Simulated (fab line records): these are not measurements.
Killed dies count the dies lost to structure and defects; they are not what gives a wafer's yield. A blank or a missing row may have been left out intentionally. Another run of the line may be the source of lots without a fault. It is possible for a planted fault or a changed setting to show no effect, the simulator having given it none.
Which tool is to blame?	flow n5_finfet	11 lots with 29 wafers sampled at 7 steps, on a route of 1938 steps

WHAT THE GAUGES READ, wafer by wafer
N5_BEOL_M4_INSPECT_59: inspects for defects (darkfield).
lot	measured	on	raw_defect_count
L509	day 8 12:27	defect_inspect-01	41 48
L510	day 8 18:02	defect_inspect-01	51 71
L512	day 9 05:53	defect_inspect-01	75 61
L513	day 9 09:35	defect_inspect-01	55 45
L515	day 10 03:10	defect_inspect-01	72 94 78
L516	day 10 03:43	defect_inspect-02	75 94 106
L521	day 11 05:13	defect_inspect-02	1165 1072 1144
L522	day 12 03:29	defect_inspect-01	1099 1130 1099
L529	day 13 04:10	defect_inspect-02	59 59 77
L531	day 13 09:16	defect_inspect-01	80 63 102
L532	day 14 06:26	defect_inspect-01	50 58 44

N5_BEOL_M4_RC_MEAS_101.
lot	measured	on	DIBL_N (mV/V)	DIBL_P (mV/V)	IOFF_N (nA/um)	IOFF_P (nA/um)	ION_N (uA/um)	ION_P (uA/um)	SS_N (mV/dec)	SS_P (mV/dec)	VT_N (mV)	VT_P (mV)
L509	day 8 12:38	prober-02	34.2 31.6	33 31	0.13 0.10	0.19 0.15	673 662	461 464	70.8 70.7	72.6 71.8	251 255	-249 -252
L510	day 8 18:04	prober-02	37.3 37.2	39 38	0.19 0.18	0.21 0.20	691 680	466 457	72.6 72.3	73.9 73.5	248 251	-251 -256
L512	day 9 05:55	prober-01	38.6 39.0	41 41	0.24 0.24	0.30 0.32	708 709	481 490	72.3 73.0	75.0 75.2	242 245	-244 -243
L513	day 9 09:36	prober-02	35.9 34.6	37 35	0.16 0.13	0.24 0.20	684 676	478 471	72.1 71.6	73.5 73.7	250 252	-249 -249
L515	day 10 03:30	prober-01	33.9 39.9 42.3	34 41 44	0.13 0.23 0.33	0.19 0.32 0.39	668 698 712	462 479 481	70.8 72.1 73.3	72.4 74.7 75.4	252 244 240	-251 -244 -241
L516	day 10 03:44	prober-02	35.6 35.7 36.1	35 36 36	0.14 0.16 0.15	0.20 0.22 0.21	668 683 683	464 473 470	70.9 71.1 71.6	72.9 72.1 72.9	249 247 252	-250 -251 -248
L521	day 11 05:14	prober-02	32.9 35.1 36.9	32 34 37	0.09 0.12 0.15	0.14 0.16 0.19	649 669 671	452 460 461	71.6 71.0 71.4	72.4 73.0 73.3	257 257 255	-256 -256 -251
L522	day 12 03:50	prober-02	35.6 36.5 37.9	37 38 39	0.17 0.19 0.21	0.22 0.23 0.25	685 698 689	473 475 469	72.0 71.4 71.4	73.4 73.2 73.7	249 247 245	-248 -250 -244
L529	day 13 04:11	prober-02	33.8 34.3 33.3	33 34 32	0.11 0.11 0.11	0.15 0.15 0.14	667 678 684	458 467 468	70.2 70.8 69.6	71.5 71.8 71.5	254 258 256	-256 -253 -257
L531	day 13 09:18	prober-02	30.2 31.0 31.3	29 30 30	0.08 0.09 0.09	0.11 0.11 0.12	665 646 648	457 447 442	70.0 70.0 69.9	72.5 72.4 72.0	259 257 259	-258 -257 -259
L532	day 14 06:27	prober-02	32.9 37.2 37.3	31 36 35	0.09 0.14 0.14	0.13 0.18 0.17	648 654 656	451 448 445	71.3 71.5 72.3	72.7 73.9 73.9	257 253 256	-261 -254 -256

N5_BEOL_M5_INSPECT_13: inspects for defects (brightfield).
lot	measured	on	raw_defect_count
L509	day 8 14:50	defect_inspect-02	310 360
L510	day 8 21:37	defect_inspect-02	253 281
L512	day 9 09:11	defect_inspect-01	416 796
L513	day 9 14:03	defect_inspect-01	415 401
L515	day 10 05:47	defect_inspect-01	456 396 460
L516	day 10 05:59	defect_inspect-02	448 364 422
L521	day 11 09:56	defect_inspect-02	1394 1379 1332
L522	day 12 06:02	defect_inspect-01	1268 1432 1479
L529	day 13 08:34	defect_inspect-01	391 328 436
L531	day 13 12:02	defect_inspect-02	343 420 419
L532	day 14 08:53	defect_inspect-01	256 284 294

WHAT TOOL EACH LOT RAN ON (gives the tool, then ch and the chambers of the sampled wafers, and finally the start)
lot	N5_BEOL_M4_ANNEAL_87	N5_BEOL_M4_SPUTTER_88	N5_BEOL_M4_SPUTTER_90	N5_BEOL_M4_PRE_CLEAN_60
L509	pvd_sputter-01, day 8 10:22	pvd_sputter-01, day 8 10:30	pvd_sputter-01, day 8 10:43	cvd_co-01 ch 0,1, day 8 12:12
L510	pvd_sputter-02, day 8 15:56	pvd_sputter-02, day 8 16:05	pvd_sputter-02, day 8 16:18	cvd_co-02 ch 0,1, day 8 17:47
L512	pvd_sputter-03, day 9 03:48	pvd_sputter-03, day 9 03:56	pvd_sputter-03, day 9 04:10	cvd_co-01 ch 0,2, day 9 05:38
L513	pvd_sputter-02, day 9 07:19	pvd_sputter-02, day 9 07:28	pvd_sputter-02, day 9 07:41	cvd_co-01 ch 0,2, day 9 09:20
L515	pvd_sputter-02, day 10 01:04	pvd_sputter-02, day 10 01:13	pvd_sputter-02, day 10 01:26	cvd_co-02 ch 0,2, day 10 02:55
L516	pvd_sputter-01, day 10 01:37	pvd_sputter-01, day 10 01:46	pvd_sputter-01, day 10 01:59	cvd_co-02 ch 1,2, day 10 03:28
L521	pvd_sputter-02, day 11 03:04	pvd_sputter-02, day 11 03:12	pvd_sputter-02, day 11 03:25	cvd_co-01 ch 0,1,2, day 11 04:56
L522	pvd_sputter-01, day 12 00:41	pvd_sputter-01, day 12 00:49	pvd_sputter-01, day 12 01:02	cvd_co-01 ch 0,1, day 12 03:14
L529	pvd_sputter-02, day 13 02:04	pvd_sputter-02, day 13 02:13	pvd_sputter-02, day 13 02:26	cvd_co-02 ch 0,2, day 13 03:55
L531	pvd_sputter-01, day 13 06:55	pvd_sputter-01, day 13 07:04	pvd_sputter-01, day 13 07:17	cvd_co-02 ch 0,1,2, day 13 09:01
L532	pvd_sputter-03, day 14 04:20	pvd_sputter-03, day 14 04:28	pvd_sputter-03, day 14 04:41	cvd_co-02 ch 0,2, day 14 06:11
- N5_BEOL_M4_ANNEAL_87: time 240 s.
- N5_BEOL_M4_SPUTTER_88: material Cu, target thk 4.5 nm, time 8.29 s.
- N5_BEOL_M4_SPUTTER_90: material Cu, target thk 4.5 nm, time 8.29 s.
- N5_BEOL_M4_PRE_CLEAN_60: time 15 s.

AS READ BY THE TOOLS THEMSELVES (means over the sampled wafers that have a number; for cases with no such wafer, the mark the record gives instead)
N5_BEOL_M4_ANNEAL_87.
lot	tool	heater_power_w (W)
L509	pvd_sputter-01	976
L510	pvd_sputter-02	851
L512	pvd_sputter-03	888
L513	pvd_sputter-02	872
L515	pvd_sputter-02	851
L516	pvd_sputter-01	978
L521	pvd_sputter-02	838
L522	pvd_sputter-01	904
L529	pvd_sputter-02	843
L531	pvd_sputter-01	994
L532	pvd_sputter-03	941

N5_BEOL_M4_SPUTTER_88.
lot	tool	throttle_valve_pct (%)
L509	pvd_sputter-01	28.7
L510	pvd_sputter-02	29.2
L512	pvd_sputter-03	29.9
L513	pvd_sputter-02	29.7
L515	pvd_sputter-02	29.6
L516	pvd_sputter-01	29.2
L521	pvd_sputter-02	29.5
L522	pvd_sputter-01	31.1
L529	pvd_sputter-02	29.2
L531	pvd_sputter-01	29.2
L532	pvd_sputter-03	29.1

N5_BEOL_M4_SPUTTER_90.
lot	tool	throttle_valve_pct (%)
L509	pvd_sputter-01	28.4
L510	pvd_sputter-02	29.2
L512	pvd_sputter-03	29.8
L513	pvd_sputter-02	29.6
L515	pvd_sputter-02	29.7
L516	pvd_sputter-01	29.2
L521	pvd_sputter-02	29.8
L522	pvd_sputter-01	31.0
L529	pvd_sputter-02	29.0
L531	pvd_sputter-01	29.3
L532	pvd_sputter-03	29.0

N5_BEOL_M4_PRE_CLEAN_60.
lot	tool	heater_power_w (W)	rf_fwd_power_W (W)
L509	cvd_co-01	70	295.5
L510	cvd_co-02	94	297.0
L512	cvd_co-01	72	296.8
L513	cvd_co-01	72	296.2
L515	cvd_co-02	78	295.8
L516	cvd_co-02	83	296.1
L521	cvd_co-01	71	295.2
L522	cvd_co-01	70	294.6
L529	cvd_co-02	81	296.1
L531	cvd_co-02	87	297.5
L532	cvd_co-02	81	295.6

THE ANSWER, worked out from the rows above alone
Rule: the usual values come from the lots themselves. The widest of any qualifying gaps counts: lots, ordered by their means at a reading, are off when they make up no more than a third of the lots, leave a main group of 4 or more, and stand apart from it by 3 or more times the standard deviation of that group's means. A main group whose means are all the same, to the digits that the tables above print for the reading, isn't used. A lot without any number at a reading at which 4 lots or more have one is off too. Where the step has rows for the other lots, those lots are counted as sound. First the gauges in route order, then the tools' own readings, where a lot's mean is used as printed above. The first step at which some lot is off is used, and at that step the reading that is off furthest; a lot without a number counts as furthest.
Off, at N5_BEOL_M4_INSPECT_59 on raw_defect_count: L521, L522. The main group: mean 66, standard deviation 15.
A tool fits if, at a process step before that reading, it ran every lot that is off, and no sound lot after the first of them. Gauges at N5_BEOL_M4_INSPECT_59: tried the same way as those tools. One fits: cvd_co-01 at N5_BEOL_M4_PRE_CLEAN_60. A fault onset in the window from L513 (day 9 09:20, its last sound lot) to L521 (day 11 04:56, its first lot off) fits.

WHAT THE SIMULATOR HAD INSERTED
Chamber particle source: cvd_co-01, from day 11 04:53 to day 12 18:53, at N5_BEOL_M4_PRE_CLEAN_60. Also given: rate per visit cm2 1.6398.
Shown lots that were struck: L521, L522. The rule given above showed the same thing.
